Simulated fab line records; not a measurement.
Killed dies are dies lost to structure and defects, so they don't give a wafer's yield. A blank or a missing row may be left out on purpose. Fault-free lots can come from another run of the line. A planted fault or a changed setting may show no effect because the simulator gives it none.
A lot that was struck, set against a sound lot | flow n5 finfet | 15 steps out of a route of 1938
Sound: wafers L298.2, L298.3, L298.5. Struck: wafer L311.1 (left out: L311.6, a lot-mate that was not struck); the cause follows at the end.
Each step with rows lists, per side, the tool, then ch with its chambers, then its first start. Under that, the readings that differ: sound wafers | struck wafers | difference of the means | sigmas: that difference in standard deviations of wafers without a fault.
alike: readings whose means differ by less than 2 such deviations, and words and numbers that are the same on both sides. not compared: withheld readings, readings that some wafer has no value for, bounds like >300 that may hide the same value, and numbers for which the record gives no deviation and whose values overlap.
The two part at a step that has a row with sigmas, a row that says differs or no value, or rows on one side only. Numbers that have no deviation but don't overlap get no sigmas and don't part them. Lack of a reading on every wafer of one side parts them only where that side has two or more wafers.

N5_BEOL_M2_SPUTTER_90: material Cu, target thk 4.5 nm, time 8.29 s.
  sound on pvd sputter-01, day 6 22:31; struck on pvd sputter-02, day 10 08:59
  alike: chamber pressure pa, throttle valve pct
then, 2 steps without rows for these wafers: N5_BEOL_M2_ANNEAL_91 (time 240 s); N5_BEOL_M2_SPUTTER_92 (material Cu, target thk 4.5 nm, time 8.29 s).
N5_BEOL_M2_ANNEAL_93: time 240 s.
  sound on pvd sputter-01, day 6 22:49; struck on pvd sputter-02, day 10 09:17
  alike: heater power w
then, 1 step without rows for these wafers: N5_BEOL_M2_SPUTTER_94 (material Cu, target thk 4.5 nm, time 8.29 s).
N5_BEOL_M2_ANNEAL_95: time 240 s.
  sound on pvd sputter-01, day 6 23:02; struck on pvd sputter-02, day 10 09:30
  alike: heater power w
then, 3 steps without rows for these wafers: N5_BEOL_M2_SPUTTER_96 (material Cu, target thk 4.5 nm, time 8.29 s); N5_BEOL_M2_ECD_50 (material Cu, target thk 300 nm); N5_BEOL_M2_ANNEAL_51 (time 90 s).
N5_BEOL_M2_CMP_52: polishes, stops on SiOC, t overpolish 6.8 s, target thk 40 nm.
  sound on cmp-04 ch 0,2,3, day 6 23:43; struck on cmp-01 ch 3, day 10 10:16
  alike: barrier field endpoint s, motor current A, overpolish run s, time to endpoint s
N5_BEOL_M2_THK_MEAS_53: measures by xrf.
  sound on film metro-02, day 6 23:58; struck on film metro-02, day 10 10:26
  reading     | sound          | struck | difference | sigmas
  M2_THK (nm) | 38.5 37.0 40.0 | 35.3   | -3.2       | -2
N5_BEOL_M2_PRE_CLEAN_60: time 15 s.
  sound on cvd co-02 ch 0,1,2, day 7 00:00; struck on cvd co-02 ch 0, day 10 10:29
  alike: heater power w
N5_BEOL_M2_CO_CAP_55: material Co, precursor CCTBA/H2, target thk 2 nm, time 102.1 s.
  sound on cvd co-02 ch 0,1,2, day 7 00:02; struck on cvd co-02 ch 0, day 10 10:31
  reading                                   | sound             | struck | difference | sigmas
  run length s (s)                          | 124.4 125.0 123.9 | 103.2  | -21.2      | -52
  model.Co_of_BEOL_M2_CO_CAP_55.thk nm (nm) | 1.8 2 2           | 1.6    | -0.3       |
  alike: heater power w
then, 1 step without rows for these wafers: N5_BEOL_M2_PRE_CLEAN_56 (time 15 s).
N5_BEOL_M4_RC_MEAS_101:
  sound on prober-02 ch 0, day 7 22:53; struck on prober-02 ch 0, day 11 04:59
  alike: DIBL_N, DIBL_P, IOFF_N, IOFF_P, ION_N, ION_P, SS_N, SS_P, VT_N, VT_P

== WHERE THEY PART ==
Earliest at N5_BEOL_M2_THK_MEAS_53; latest, in this record, at N5_BEOL_M2_CO_CAP_55. Later steps at which nothing parts them and some readings are alike: N5_BEOL_M4_RC_MEAS_101.

WHY: what had been put in by the simulator
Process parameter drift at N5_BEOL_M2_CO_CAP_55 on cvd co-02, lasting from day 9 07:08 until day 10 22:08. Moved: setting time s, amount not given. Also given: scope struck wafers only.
